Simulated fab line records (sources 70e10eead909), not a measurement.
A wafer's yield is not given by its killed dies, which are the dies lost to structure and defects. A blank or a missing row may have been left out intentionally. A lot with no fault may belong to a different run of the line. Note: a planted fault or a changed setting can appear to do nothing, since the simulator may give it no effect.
Matching of chambers + flow nandHarc + pecvd-02 running NHARC_P_CONTACT_DEP_30: 3 sister chambers
The step deposits SiNx, target thk 30 nm. 3 wafers are shown with their chamber, then 9 later ones without.

## WAFERS WITH THEIR CHAMBER
| wafer  | chamber | heaterPowerW (W) |
|--------|---------|------------------|
| L081.1 | 2       | 614              |
| L081.3 | 0       | 679              |
| L081.4 | 1       | 728              |

## WAFERS WITH NO CHAMBER GIVEN
| wafer  | heaterPowerW (W) |
|--------|------------------|
| L084.3 | 594              |
| L084.5 | 682              |
| L084.6 | 579              |
| L089.1 | 798              |
| L089.2 | 787              |
| L089.5 | 792              |
| L096.2 | 799              |
| L096.4 | 555              |
| L096.5 | 718              |

## EACH ONE'S CHAMBER
| wafer  | from the rows above          | in truth |
|--------|------------------------------|----------|
| L084.3 | can't be placed: 2 or 0      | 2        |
| L084.5 | can't be placed: 0 or 1 or 2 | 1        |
| L084.6 | can't be placed: 2 or 0      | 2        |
| L089.1 | can't be placed: 1 or 0      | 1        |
| L089.2 | can't be placed: 1 or 0      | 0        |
| L089.5 | can't be placed: 1 or 0      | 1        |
| L096.2 | can't be placed: 1 or 0      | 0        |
| L096.4 | can't be placed: 2 or 0      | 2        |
| L096.5 | can't be placed: 1 or 0 or 2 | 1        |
Correct placement for 0 of the 9. Can't be placed from these rows: 9 (the true chamber is among the candidates in 9). Number placed wrongly: 0.
How it was worked out, from the rows above alone: a wafer's distance from a chamber is the root of the sum, over the readings, of the square of ((its reading less the chamber's mean) divided by the reading's scatter). If the next closest chamber is less than 2 further off than the closest, the wafer can't be placed; otherwise it belongs to the closest. Each chamber's mean is taken over the wafers shown for it. The scatter (one wafer shown for each chamber): square how far every hidden wafer sits from the nearest shown wafer, average those squares and take the square root.
